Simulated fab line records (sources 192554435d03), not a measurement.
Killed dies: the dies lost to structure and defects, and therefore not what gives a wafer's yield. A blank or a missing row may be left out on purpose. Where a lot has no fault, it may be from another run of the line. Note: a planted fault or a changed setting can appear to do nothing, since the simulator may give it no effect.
fab line records	flow n5_finfet
record: lots: 24	wafers: 72	last_day: 20
route steps=1938 shown BEOL_M6@1209 BEOL_M7@1278
lots with no fault: from the same line, run without faults
start_h: hours from the record's opening day to when the first of the lot's shown wafers began	wait_h: hours from the lot's prior step to this one	" same as the row above	L1.1+2: several wafers, shown together as one row	- no value, or no start given	* or withheld: withheld	< > ~ a bound
route shown NAME@n: names a module that has steps shown in the file, with the first one's number in the route	usual: average and standard deviation across the fault-free wafers	same: alike in all rows	chamber/n: place in a boat	sites: per-site readings	_std_site: standard deviation across them	_edge_site: the outer-site mean with the inner-site mean subtracted	radius_mm: for every site, how far away it sits from the centre of the wafer	mask NAME#n: copy n	behind: tool/chamber where the wafer was last shaped	hold: why the lot was held/for how many hours/how that ended	device: the transistor (n, p or np) that didn't switch	end of line: tests of these same wafers at the route's end	a step without rows: its recipe alone	killed: at the first sort, the dies lost to defects and structure; wafer yield is something else	map: the dies of a wafer, with x for killed, . for not killed, _ for no die there
set.NAME: the setting the step ran with; set.NAME@STEP: the setting that earlier step ran with	model.NAME: the simulator's own value behind a step, which no gauge read
steps of the route over a sample of lots; a table a step, a row a wafer
services: when a tool's chamber went out of use (start_h, in hours from the record's first day, below 0 if earlier), for how many hours, and the reason
== steps ==
step: N5_BEOL_M6_INSPECT_13
recipe: mode: adi	inspect_instrument: brightfield
usual: raw_defect_count: 390/86
lot.wafer	tool	chamber	start_h	wait_h	raw_defect_count
L074.1	defect_inspect-02	-	201.04	0.0	437
L074.3	"	-	"	"	389
L074.5	"	-	"	"	451
L077.2	defect_inspect-02	-	211.00	0.0	306
L077.5	"	-	"	"	338
L077.6	"	-	"	"	334
L076.1	defect_inspect-02	-	211.35	0.0	442
L076.2	"	-	"	"	452
L076.4	"	-	"	"	328
L075.2	defect_inspect-02	-	215.35	0.0	525
L075.3	"	-	"	"	552
L075.6	"	-	"	"	323
L079.1	defect_inspect-01	-	215.39	0.0	531
L079.3	"	-	"	"	386
L079.5	"	-	"	"	413
L078.1	defect_inspect-02	-	218.99	0.0	335
L078.4	"	-	"	"	551
L078.6	"	-	"	"	394
L080.1	defect_inspect-01	-	241.61	0.0	499
L080.3	"	-	"	"	494
L080.5	"	-	"	"	340
L081.2	defect_inspect-01	-	248.17	0.0	426
L081.5	"	-	"	"	221
L081.6	"	-	"	"	322
L082.2	defect_inspect-01	-	268.61	0.0	344
L082.3	"	-	"	"	382
L082.5	"	-	"	"	396
L085.2	defect_inspect-01	-	270.67	0.0	374
L085.3	"	-	"	"	311
L085.4	"	-	"	"	298
L084.2	defect_inspect-02	-	299.87	0.0	431
L084.4	"	-	"	"	359
L084.5	"	-	"	"	432
L086.2	defect_inspect-01	-	304.50	0.0	393
L086.3	"	-	"	"	313
L086.4	"	-	"	"	445
L089.2	defect_inspect-01	-	314.63	0.0	436
L089.3	"	-	"	"	289
L089.5	"	-	"	"	335
L083.3	defect_inspect-01	-	316.87	0.0	526
L083.4	"	-	"	"	374
L083.5	"	-	"	"	506
L087.1	defect_inspect-01	-	320.70	0.0	382
L087.4	"	-	"	"	362
L087.6	"	-	"	"	404
L088.1	defect_inspect-02	-	325.16	0.0	284
L088.2	"	-	"	"	325
L088.4	"	-	"	"	342
L090.2	defect_inspect-02	-	331.65	0.0	373
L090.3	"	-	"	"	526
L090.6	"	-	"	"	350
L093.3	defect_inspect-02	-	344.39	0.0	279
L093.4	"	-	"	"	263
L093.5	"	-	"	"	254
L092.1	defect_inspect-02	-	347.63	0.0	474
L092.2	"	-	"	"	406
L092.6	"	-	"	"	428
L091.1	defect_inspect-01	-	350.97	0.0	292
L091.3	"	-	"	"	330
L091.6	"	-	"	"	370
L094.1	defect_inspect-01	-	351.23	0.0	306
L094.2	"	-	"	"	443
L094.3	"	-	"	"	276
L097.1	defect_inspect-02	-	365.98	0.0	267
L097.2	"	-	"	"	455
L097.5	"	-	"	"	295
L095.4	defect_inspect-02	-	366.40	0.0	356
L095.5	"	-	"	"	448
L095.6	"	-	"	"	452
L096.2	defect_inspect-02	-	375.32	0.0	353
L096.3	"	-	"	"	327
L096.6	"	-	"	"	379
step: N5_BEOL_M6_ETCH_66
recipe: chemistry: N2/H2	target: SOC	target_depth_a: 800	overetch_a: 160	mask_material: SiARC	temp_c: 40	time_s: 120	ion_energy_ev: 200	pressure_mtorr: 30	source_w: 840	bias_w: 150	n2_flow_sccm: 200	h2_flow_sccm: 200
usual: drypump_motor_current_A: 5.9/0.47	oes_product_au: 0.60/0.05	rf_vpp_V: 524.0/2.1	showerhead_plenum_p_Torr: 2.54/0.074	throttle_valve_pct: 17.92/0.24
lot.wafer	tool	chamber	start_h	wait_h	drypump_motor_current_A	oes_product_au	rf_hours_counter_h	rf_vpp_V	showerhead_plenum_p_Torr	throttle_valve_pct
L074.1	rie_diel-05	0	203.86	0.0	5.7	0.62	81	527.6	2.69	17.97
L074.3	"	1	"	"	6.6	0.59	145	523.3	2.55	17.78
L074.5	"	1	"	"	6.7	0.59	-	523.5	2.55	17.76
L076.1	rie_diel-05	3	214.54	0.0	6.0	0.62	101	521.0	2.45	17.93
L076.2	"	2	"	"	6.1	0.56	206	526.3	2.63	18.09
L076.4	"	0	"	"	5.7	0.62	84	527.2	2.68	17.96
L077.2	rie_diel-05	0	215.29	0.0	5.7	0.62	84	527.3	2.68	17.98
L077.5	"	3	"	"	6.0	0.62	-	521.7	2.45	17.94
L077.6	"	2	"	"	6.1	0.55	-	524.4	2.63	18.11
L079.1	rie_diel-04	3	217.37	0.0	5.5	0.68	34	524.7	2.60	17.76
L079.3	"	1	"	"	6.2	0.74	2	522.6	2.49	17.53
L079.5	"	1	"	"	6.2	0.74	-	522.2	2.49	17.56
L075.2	rie_diel-05	3	217.56	0.0	6.0	0.62	103	522.5	2.45	17.93
L075.3	"	2	"	"	6.1	0.56	207	526.3	2.63	18.14
L075.6	"	0	"	"	5.7	0.61	-	527.4	2.68	17.98
L078.1	rie_diel-05	3	225.02	0.0	6.0	0.62	106	520.0	2.45	17.94
L078.4	"	2	"	"	6.1	0.55	210	527.0	2.62	18.11
L078.6	"	3	"	"	5.9	0.61	-	520.9	2.45	17.95
L080.1	rie_diel-04	1	246.01	0.0	6.2	0.70	13	522.6	2.49	17.54
L080.3	"	2	"	"	5.6	0.53	206	521.9	2.52	18.18
L080.5	"	2	"	"	5.6	0.53	-	524.9	2.52	18.17
L081.2	rie_diel-01	3	250.60	0.0	5.2	0.57	155	523.0	2.55	18.17
L081.5	"	2	"	"	5.0	0.71	-	525.3	2.59	17.33
L081.6	"	1	"	"	5.6	0.56	-	524.3	2.52	18.11
L082.2	rie_diel-05	2	270.81	0.0	6.0	0.54	225	527.4	2.62	18.15
L082.3	"	3	"	"	6.0	0.60	121	520.9	2.44	17.98
L082.5	"	0	"	"	5.7	0.61	-	528.7	2.68	18.02
L085.2	rie_diel-05	1	273.79	0.0	6.6	0.58	169	524.3	2.54	17.82
L085.3	"	2	"	"	6.1	0.54	227	526.7	2.62	18.14
L085.4	"	3	"	"	6.0	0.60	123	521.1	2.44	17.98
L084.2	rie_diel-01	1	302.27	0.0	5.6	0.56	215	522.9	2.52	18.14
L084.4	"	0	"	"	6.5	0.61	97	520.6	2.47	17.81
L084.5	"	3	"	"	5.2	0.55	-	522.4	2.54	18.20
L086.2	rie_diel-04	1	306.82	0.0	6.2	0.67	33	522.3	2.48	17.58
L086.3	"	3	"	"	5.5	0.64	65	525.4	2.58	17.83
L086.4	"	2	"	"	5.6	0.53	225	524.4	2.51	18.20
L089.2	rie_diel-05	3	315.87	0.0	6.0	0.59	135	521.3	2.44	17.98
L089.3	"	0	"	"	5.7	0.60	117	526.3	2.67	18.04
L089.5	"	3	"	"	6.0	0.59	-	522.5	2.44	18.00
L083.3	rie_diel-01	0	318.77	0.0	6.5	0.61	102	520.0	2.46	17.83
L083.4	"	2	"	"	5.0	0.68	33	525.5	2.58	17.36
L083.5	"	1	"	"	5.6	0.55	-	522.9	2.51	18.13
L087.1	rie_diel-05	2	322.90	0.0	6.1	0.54	240	527.4	2.61	18.16
L087.4	"	0	"	"	5.7	0.60	120	526.8	2.67	18.03
L087.6	"	0	"	"	5.7	0.59	-	527.7	2.67	18.04
L088.1	rie_diel-05	0	330.11	0.0	5.7	0.60	123	526.2	2.67	18.04
L088.2	"	3	"	"	6.0	0.59	141	520.7	2.43	18.02
L088.4	"	2	"	"	6.1	0.54	243	525.5	2.61	18.19
L090.2	rie_diel-04	0	333.45	0.0	6.2	0.64	44	525.3	2.59	17.62
L090.3	"	2	"	"	5.5	0.52	230	523.7	2.51	18.21
L090.6	"	2	"	"	5.5	0.52	-	521.8	2.51	18.22
L093.3	rie_diel-01	2	345.86	0.0	5.0	0.67	41	524.9	2.58	17.37
L093.4	"	0	"	"	6.5	0.61	112	521.4	2.46	17.83
L093.5	"	1	"	"	5.7	0.55	-	523.5	2.51	18.15
L092.1	rie_diel-01	3	350.30	0.0	5.2	0.55	189	524.5	2.54	18.20
L092.2	"	2	"	"	5.0	0.67	43	525.2	2.58	17.38
L092.6	"	0	"	"	6.5	0.61	-	521.3	2.46	17.85
L094.1	rie_diel-04	0	353.57	0.0	6.2	0.64	49	524.7	2.59	17.62
L094.2	"	2	"	"	5.5	0.52	235	524.9	2.50	18.22
L094.3	"	3	"	"	5.5	0.64	77	525.2	2.58	17.85
L091.1	rie_diel-05	0	353.86	0.0	5.7	0.60	131	528.3	2.66	18.05
L091.3	"	3	"	"	6.0	0.58	149	522.6	2.43	18.02
L091.6	"	0	"	"	5.7	0.58	-	527.5	2.66	18.06
L097.1	rie_diel-01	1	368.23	0.0	5.6	0.55	235	521.8	2.51	18.15
L097.2	"	2	"	"	5.0	0.66	49	524.0	2.58	17.38
L097.5	"	2	"	"	5.0	0.66	-	524.1	2.58	17.37
L095.4	rie_diel-04	2	368.61	0.0	5.5	0.51	240	523.6	2.50	18.25
L095.5	"	1	"	"	6.2	0.65	-	522.9	2.47	17.61
L095.6	"	2	"	"	5.5	0.52	-	523.3	2.50	18.24
L096.2	rie_diel-01	1	378.18	0.0	5.7	0.54	239	523.9	2.51	18.18
L096.3	"	3	"	"	5.2	0.54	200	524.0	2.53	18.24
L096.6	"	0	"	"	6.5	0.60	-	521.3	2.46	17.86
step: N5_BEOL_M6_ETCH_41
recipe: chemistry: CH3F/O2	target: SiCN	target_depth_a: 297	taper_deg: 2	time_s: 52	ion_energy_ev: 120	mask_material: TiN	pressure_mtorr: 30	source_w: 395	bias_w: 75	Ar_flow_sccm: 150	CH3F_flow_sccm: 30	O2_flow_sccm: 20
usual: drypump_motor_current_A: 5.9/0.47	oes_product_au: 0.78/0.07	rf_vpp_V: 297.4/1.5	showerhead_plenum_p_Torr: 2.00/0.056	throttle_valve_pct: 16.42/0.23
lot.wafer	tool	chamber	start_h	wait_h	drypump_motor_current_A	oes_product_au	rf_hours_counter_h	rf_vpp_V	showerhead_plenum_p_Torr	throttle_valve_pct
L074.1	rie_diel-05	0	-	-	5.7	0.80	81	300.6	2.11	16.41
L074.3	"	1	"	"	6.6	0.77	145	299.1	2.00	16.21
L074.5	"	1	"	"	6.6	0.77	-	297.6	2.00	16.19
L076.1	rie_diel-05	3	-	-	5.9	0.81	102	296.6	1.93	16.52
L076.2	"	2	"	"	6.0	0.72	206	298.4	2.06	16.65
L076.4	"	0	"	"	5.7	0.81	84	300.8	2.11	16.40
L077.2	rie_diel-05	0	-	-	5.7	0.80	84	300.1	2.11	16.41
L077.5	"	3	"	"	6.0	0.80	-	296.4	1.93	16.51
L077.6	"	2	"	"	6.1	0.72	-	299.1	2.06	16.65
L079.1	rie_diel-04	3	-	-	5.5	0.89	34	298.0	2.04	16.18
L079.3	"	1	"	"	6.2	0.98	2	296.1	1.96	16.06
L079.5	"	1	"	"	6.2	0.97	-	295.9	1.96	16.06
L075.2	rie_diel-05	3	-	-	6.0	0.80	103	295.7	1.93	16.49
L075.3	"	2	"	"	6.0	0.72	207	299.9	2.06	16.66
L075.6	"	0	"	"	5.7	0.80	-	298.5	2.11	16.41
L078.1	rie_diel-05	3	-	-	6.0	0.80	106	297.3	1.93	16.52
L078.4	"	2	"	"	6.0	0.72	210	299.5	2.06	16.66
L078.6	"	3	"	"	6.0	0.80	-	295.7	1.93	16.52
L080.1	rie_diel-04	1	-	-	6.2	0.92	13	295.4	1.96	16.07
L080.3	"	2	"	"	5.5	0.68	207	296.9	1.99	16.69
L080.5	"	2	"	"	5.6	0.69	-	298.7	1.99	16.70
L081.2	rie_diel-01	3	-	-	5.2	0.75	155	296.8	2.00	16.64
L081.5	"	2	"	"	5.0	0.96	-	298.2	2.05	15.93
L081.6	"	1	"	"	5.6	0.74	-	298.0	1.99	16.57
L082.2	rie_diel-05	2	-	-	6.0	0.70	225	298.1	2.06	16.69
L082.3	"	3	"	"	5.9	0.79	121	296.1	1.93	16.55
L082.5	"	0	"	"	5.7	0.79	-	301.1	2.10	16.44
L085.2	rie_diel-05	1	-	-	6.6	0.75	169	298.0	2.00	16.24
L085.3	"	2	"	"	6.0	0.70	227	298.7	2.05	16.68
L085.4	"	3	"	"	5.9	0.78	123	295.2	1.93	16.54
L084.2	rie_diel-01	1	-	-	5.7	0.72	215	296.9	1.98	16.61
L084.4	"	0	"	"	6.5	0.81	97	295.7	1.94	16.33
L084.5	"	3	"	"	5.1	0.73	-	295.9	1.99	16.68
L086.2	rie_diel-04	1	-	-	6.2	0.89	33	295.5	1.95	16.12
L086.3	"	3	"	"	5.5	0.85	65	297.7	2.03	16.24
L086.4	"	2	"	"	5.5	0.67	225	297.7	1.98	16.71
L089.2	rie_diel-05	3	-	-	5.9	0.77	135	295.9	1.92	16.56
L089.3	"	0	"	"	5.7	0.78	117	299.3	2.10	16.48
L089.5	"	3	"	"	5.9	0.77	-	295.2	1.92	16.56
L083.3	rie_diel-01	0	-	-	6.5	0.79	102	294.8	1.94	16.33
L083.4	"	2	"	"	5.0	0.90	33	297.2	2.04	15.98
L083.5	"	1	"	"	5.7	0.72	-	297.1	1.98	16.59
L087.1	rie_diel-05	2	-	-	6.0	0.70	240	299.1	2.05	16.72
L087.4	"	0	"	"	5.7	0.77	120	299.4	2.10	16.48
L087.6	"	0	"	"	5.7	0.76	-	299.1	2.10	16.48
L088.1	rie_diel-05	0	-	-	5.7	0.77	123	298.8	2.10	16.51
L088.2	"	3	"	"	6.0	0.78	141	296.0	1.92	16.59
L088.4	"	2	"	"	6.0	0.70	243	299.2	2.05	16.71
L090.2	rie_diel-04	0	-	-	6.2	0.84	44	297.1	2.04	16.14
L090.3	"	2	"	"	5.5	0.67	231	297.7	1.98	16.73
L090.6	"	2	"	"	5.5	0.67	-	296.7	1.98	16.74
L093.3	rie_diel-01	2	-	-	5.0	0.88	41	298.7	2.04	15.98
L093.4	"	0	"	"	6.5	0.79	112	295.6	1.94	16.34
L093.5	"	1	"	"	5.6	0.71	-	296.4	1.98	16.61
L092.1	rie_diel-01	3	-	-	5.2	0.72	190	296.1	1.99	16.69
L092.2	"	2	"	"	5.0	0.90	43	298.0	2.04	16.00
L092.6	"	0	"	"	6.5	0.79	-	296.2	1.94	16.35
L094.1	rie_diel-04	0	-	-	6.2	0.84	49	296.8	2.03	16.14
L094.2	"	2	"	"	5.5	0.67	235	296.2	1.98	16.74
L094.3	"	3	"	"	5.5	0.83	77	297.9	2.03	16.27
L091.1	rie_diel-05	0	-	-	5.7	0.76	131	299.4	2.09	16.51
L091.3	"	3	"	"	6.0	0.76	149	296.5	1.92	16.60
L091.6	"	0	"	"	5.7	0.76	-	300.3	2.09	16.53
L097.1	rie_diel-01	1	-	-	5.6	0.70	235	298.0	1.97	16.63
L097.2	"	2	"	"	5.0	0.88	49	297.8	2.04	15.98
L097.5	"	2	"	"	5.0	0.87	-	299.1	2.04	16.01
L095.4	rie_diel-04	2	-	-	5.5	0.67	240	296.2	1.98	16.77
L095.5	"	1	"	"	6.2	0.85	-	295.7	1.95	16.16
L095.6	"	2	"	"	5.5	0.66	-	297.0	1.98	16.75
L096.2	rie_diel-01	1	-	-	5.6	0.70	239	296.6	1.97	16.64
L096.3	"	3	"	"	5.2	0.70	200	297.7	1.98	16.73
L096.6	"	0	"	"	6.5	0.78	-	295.3	1.94	16.37
step: N5_BEOL_M6_CURE_75
recipe: temp_c: 370	time_s: 120	ambient: DMADMS/He	material: SiCOH_lowk
usual: lamp_power_pct: 52.31/0.054	wafer_temp_C_max: 371.7/0.69
lot.wafer	tool	chamber	start_h	wait_h	lamp_power_pct	wafer_temp_C_max
L074.1	uv_cure-02	0	204.41	0.0	52.25	371.3
L074.3	"	0	"	"	52.26	371.2
L074.5	"	0	"	"	52.24	371.1
L076.1	uv_cure-03	0	215.08	0.0	52.31	371.6
L076.2	"	0	"	"	52.38	371.3
L076.4	"	0	"	"	52.32	372.0
L077.2	uv_cure-01	2	215.88	0.1	52.33	371.2
L077.5	"	2	"	"	52.27	371.3
L077.6	"	2	"	"	52.29	371.1
L079.1	uv_cure-01	2	218.14	0.3	52.28	371.4
L079.3	"	2	"	"	52.31	372.0
L079.5	"	2	"	"	52.31	371.4
L075.2	uv_cure-02	1	218.48	0.4	52.28	372.9
L075.3	"	1	"	"	52.28	373.1
L075.6	"	1	"	"	52.28	373.5
L078.1	uv_cure-03	2	225.73	0.2	52.30	372.7
L078.4	"	2	"	"	52.33	371.6
L078.6	"	2	"	"	52.31	371.9
L080.1	uv_cure-01	1	246.55	0.0	52.25	370.8
L080.3	"	1	"	"	52.25	370.8
L080.5	"	1	"	"	52.27	371.1
L081.2	uv_cure-01	2	251.20	0.1	52.46	371.4
L081.5	"	2	"	"	52.37	371.0
L081.6	"	2	"	"	52.37	371.4
L082.2	uv_cure-02	2	271.41	0.1	52.30	371.7
L082.3	"	2	"	"	52.29	372.0
L082.5	"	2	"	"	52.32	372.8
L085.2	uv_cure-02	1	274.38	0.1	52.33	372.6
L085.3	"	1	"	"	52.23	372.5
L085.4	"	1	"	"	52.31	372.0
L084.2	uv_cure-03	1	302.87	0.1	52.33	371.2
L084.4	"	1	"	"	52.27	371.5
L084.5	"	1	"	"	52.27	371.3
L086.2	uv_cure-03	0	307.41	0.1	52.32	371.9
L086.3	"	0	"	"	52.30	371.2
L086.4	"	0	"	"	52.28	371.6
L089.2	uv_cure-03	1	316.46	0.1	52.32	371.0
L089.3	"	1	"	"	52.36	370.9
L089.5	"	1	"	"	52.46	371.0
L083.3	uv_cure-02	1	319.71	0.4	52.28	373.3
L083.4	"	1	"	"	52.33	371.7
L083.5	"	1	"	"	52.26	372.6
L087.1	uv_cure-03	0	323.57	0.2	52.25	371.0
L087.4	"	0	"	"	52.40	371.0
L087.6	"	0	"	"	52.30	371.0
L088.1	uv_cure-03	1	330.65	0.0	52.29	371.4
L088.2	"	1	"	"	52.34	370.9
L088.4	"	1	"	"	52.44	371.4
L090.2	uv_cure-02	0	334.05	0.1	52.20	370.9
L090.3	"	0	"	"	52.38	371.7
L090.6	"	0	"	"	52.35	370.9
L093.3	uv_cure-01	2	346.60	0.2	52.30	371.7
L093.4	"	2	"	"	52.30	371.7
L093.5	"	2	"	"	52.27	371.5
L092.1	uv_cure-02	1	350.99	0.2	52.34	371.5
L092.2	"	1	"	"	52.24	372.1
L092.6	"	1	"	"	52.35	372.1
L094.1	uv_cure-02	1	354.11	0.0	52.30	372.2
L094.2	"	1	"	"	52.35	373.2
L094.3	"	1	"	"	52.29	373.0
L091.1	uv_cure-01	2	354.50	0.1	52.38	371.1
L091.3	"	2	"	"	52.25	370.8
L091.6	"	2	"	"	52.30	370.8
L097.1	uv_cure-02	1	369.05	0.3	52.27	373.4
L097.2	"	1	"	"	52.24	371.6
L097.5	"	1	"	"	52.27	373.3
L095.4	uv_cure-01	0	369.33	0.2	52.33	372.1
L095.5	"	0	"	"	52.35	372.6
L095.6	"	0	"	"	52.20	372.8
L096.2	uv_cure-01	0	378.94	0.3	52.22	372.5
L096.3	"	0	"	"	52.40	371.9
L096.6	"	0	"	"	52.27	371.9
step: N5_BEOL_M6_ALD_77
recipe: material: TaN	target_thk_a: 20	temp_c: 275	ald_precursor_family: PDMAT	ald_co_reactant: NH3	pressure_torr: 3	carrier_flow_sccm: 1500	pulse_time_s: 2	purge_time_s: 3	co_reactant_purge_time_s: 2	co_reactant_pulse_time_s: 3	ald_cycles: 40	precursor_vessel_temp_c: 75	precursor_vessel_pressure_torr: 26.25	precursor_vessel_carrier_sccm: 1000
usual: heater_power_w: 421/41	precursor_vessel_carrier_sccm: 1000.3/2.8
lot.wafer	tool	chamber	start_h	wait_h	heater_power_w	precursor_vessel_carrier_sccm
L074.1	ald_metal-02	2	205.11	0.1	447	1002.0
L074.3	"	1	"	"	449	996.3
L074.5	"	2	"	"	432	1001.6
L076.1	ald_metal-02	2	215.62	0.1	444	998.1
L076.2	"	3	"	"	397	999.2
L076.4	"	1	"	"	445	1003.0
L077.2	ald_metal-01	1	217.58	0.0	340	1001.9
L077.5	"	0	"	"	474	1001.1
L077.6	"	1	"	"	345	1002.6
L079.1	ald_metal-01	3	218.64	0.0	415	1003.1
L079.3	"	1	"	"	335	1003.5
L079.5	"	0	"	"	473	995.7
L075.2	ald_metal-02	0	218.92	0.0	429	1003.2
L075.3	"	3	"	"	404	1000.2
L075.6	"	1	"	"	442	1000.6
L078.1	ald_metal-01	1	227.91	0.0	345	997.6
L078.4	"	0	"	"	482	996.0
L078.6	"	2	"	"	437	997.3
L080.1	ald_metal-01	0	247.01	0.0	461	1002.5
L080.3	"	3	"	"	409	999.2
L080.5	"	0	"	"	469	1000.4
L081.2	ald_metal-01	1	251.70	0.0	351	1001.3
L081.5	"	0	"	"	469	1005.9
L081.6	"	1	"	"	341	999.7
L082.2	ald_metal-03	2	273.45	0.0	417	996.1
L082.3	"	0	"	"	493	999.8
L082.5	"	2	"	"	415	996.7
L085.2	ald_metal-03	3	274.86	0.0	360	1002.6
L085.3	"	2	"	"	410	1004.1
L085.4	"	0	"	"	489	997.5
L084.2	ald_metal-02	1	303.45	0.0	444	1000.6
L084.4	"	2	"	"	444	1000.0
L084.5	"	3	"	"	402	999.4
L086.2	ald_metal-01	0	308.21	0.0	485	996.3
L086.3	"	2	"	"	431	1000.7
L086.4	"	2	"	"	441	1000.1
L089.2	ald_metal-01	0	317.06	0.1	469	1003.1
L089.3	"	0	"	"	474	999.8
L089.5	"	2	"	"	424	1005.0
L083.3	ald_metal-02	3	320.75	0.1	404	1001.4
L083.4	"	1	"	"	449	996.5
L083.5	"	3	"	"	412	1002.2
L087.1	ald_metal-03	0	324.01	0.0	477	996.9
L087.4	"	1	"	"	369	996.5
L087.6	"	2	"	"	416	1000.8
L088.1	ald_metal-01	2	331.10	0.1	421	1003.9
L088.2	"	3	"	"	419	998.8
L088.4	"	1	"	"	342	1000.2
L090.2	ald_metal-03	2	334.55	0.1	410	994.8
L090.3	"	1	"	"	355	996.6
L090.6	"	0	"	"	488	999.3
L093.3	ald_metal-02	3	347.49	0.1	406	997.3
L093.4	"	0	"	"	438	1001.7
L093.5	"	3	"	"	409	996.7
L092.1	ald_metal-02	1	353.65	0.0	451	1002.0
L092.2	"	0	"	"	428	1002.1
L092.6	"	1	"	"	446	1001.8
L094.1	ald_metal-01	0	354.91	0.0	466	1001.3
L094.2	"	3	"	"	426	1000.9
L094.3	"	1	"	"	336	1000.1
L091.1	ald_metal-02	2	356.22	0.2	446	1000.1
L091.3	"	0	"	"	447	998.4
L091.6	"	2	"	"	457	996.1
L097.1	ald_metal-03	2	369.80	0.1	407	1001.7
L097.2	"	3	"	"	374	998.9
L097.5	"	1	"	"	344	1005.2
L095.4	ald_metal-02	2	369.88	0.1	452	1003.8
L095.5	"	0	"	"	439	1004.5
L095.6	"	3	"	"	401	1000.9
L096.2	ald_metal-03	2	379.68	0.1	409	1003.7
L096.3	"	0	"	"	454	996.9
L096.6	"	0	"	"	457	996.2
step: N5_BEOL_M7_INSPECT_13
recipe: mode: adi	inspect_instrument: brightfield
usual: raw_defect_count: 410/78
lot.wafer	tool	chamber	start_h	wait_h	raw_defect_count
L074.1	defect_inspect-02	-	208.44	0.0	350
L074.3	"	-	"	"	449
L074.5	"	-	"	"	387
L076.1	defect_inspect-01	-	219.54	0.0	417
L076.2	"	-	"	"	423
L076.4	"	-	"	"	520
L077.2	defect_inspect-01	-	220.52	0.0	526
L077.5	"	-	"	"	413
L077.6	"	-	"	"	451
L079.1	defect_inspect-02	-	223.07	0.0	523
L079.3	"	-	"	"	466
L079.5	"	-	"	"	319
L075.2	defect_inspect-02	-	223.24	0.0	380
L075.3	"	-	"	"	349
L075.6	"	-	"	"	370
L078.1	defect_inspect-01	-	232.62	0.0	465
L078.4	"	-	"	"	372
L078.6	"	-	"	"	401
L080.1	defect_inspect-01	-	251.18	0.0	310
L080.3	"	-	"	"	408
L080.5	"	-	"	"	291
L081.2	defect_inspect-02	-	256.47	0.0	523
L081.5	"	-	"	"	494
L081.6	"	-	"	"	407
L082.2	defect_inspect-01	-	276.31	0.0	469
L082.3	"	-	"	"	492
L082.5	"	-	"	"	370
L085.2	defect_inspect-01	-	278.61	0.0	476
L085.3	"	-	"	"	427
L085.4	"	-	"	"	444
L084.2	defect_inspect-02	-	308.13	0.0	490
L084.4	"	-	"	"	441
L084.5	"	-	"	"	333
L086.2	defect_inspect-01	-	313.43	0.0	478
L086.3	"	-	"	"	358
L086.4	"	-	"	"	362
L089.2	defect_inspect-02	-	323.61	0.0	457
L089.3	"	-	"	"	434
L089.5	"	-	"	"	422
L083.3	defect_inspect-01	-	326.39	0.0	281
L083.4	"	-	"	"	340
L083.5	"	-	"	"	482
L087.1	defect_inspect-01	-	331.23	0.0	411
L087.4	"	-	"	"	407
L087.6	"	-	"	"	395
L088.1	defect_inspect-02	-	334.64	0.0	315
L088.2	"	-	"	"	342
L088.4	"	-	"	"	271
L090.2	defect_inspect-01	-	341.40	0.0	340
L090.3	"	-	"	"	535
L090.6	"	-	"	"	437
L093.3	defect_inspect-02	-	351.28	0.0	374
L093.4	"	-	"	"	312
L093.5	"	-	"	"	299
L092.1	defect_inspect-02	-	357.41	0.0	446
L092.2	"	-	"	"	534
L092.6	"	-	"	"	496
L094.1	defect_inspect-01	-	361.86	0.0	310
L094.2	"	-	"	"	309
L094.3	"	-	"	"	436
L091.1	defect_inspect-02	-	362.15	0.0	394
L091.3	"	-	"	"	313
L091.6	"	-	"	"	375
L097.1	defect_inspect-02	-	373.96	0.0	501
L097.2	"	-	"	"	499
L097.5	"	-	"	"	449
L095.4	defect_inspect-02	-	374.12	0.0	451
L095.5	"	-	"	"	492
L095.6	"	-	"	"	351
L096.2	defect_inspect-01	-	386.88	0.0	599
L096.3	"	-	"	"	404
L096.6	"	-	"	"	377
== services ==
tool	chamber	start_h	hours	kind
rie_diel-01	0	182.28	1.9	repair
rie_diel-01	2	190.80	1.6	repair
ald_metal-02	-	193.98	2.8	pm
ald_metal-03	-	211.76	14.6	pm
rie_diel-04	0	214.62	7.9	repair
ald_metal-03	-	226.36	2.8	pm
uv_cure-02	-	231.71	22.2	pm
uv_cure-03	-	234.91	7.5	pm
rie_diel-05	-	236.95	2.4	repair
ald_metal-01	3	259.70	3.6	repair
uv_cure-01	-	273.85	6.0	pm
uv_cure-01	-	279.85	1.0	pm
rie_diel-04	2	287.32	7.5	repair
ald_metal-01	1	289.58	29.9	repair
uv_cure-01	-	294.23	7.5	pm
rie_diel-04	2	308.08	5.8	repair
ald_metal-03	-	311.42	6.0	pm
rie_diel-05	2	313.06	5.9	repair
ald_metal-01	3	315.96	1.6	repair
rie_diel-04	2	326.28	1.8	repair
ald_metal-03	3	328.36	40.9	repair
ald_metal-03	-	337.64	14.0	pm
ald_metal-01	2	343.01	6.1	repair
uv_cure-03	-	377.38	2.1	pm
== key ==
fault none
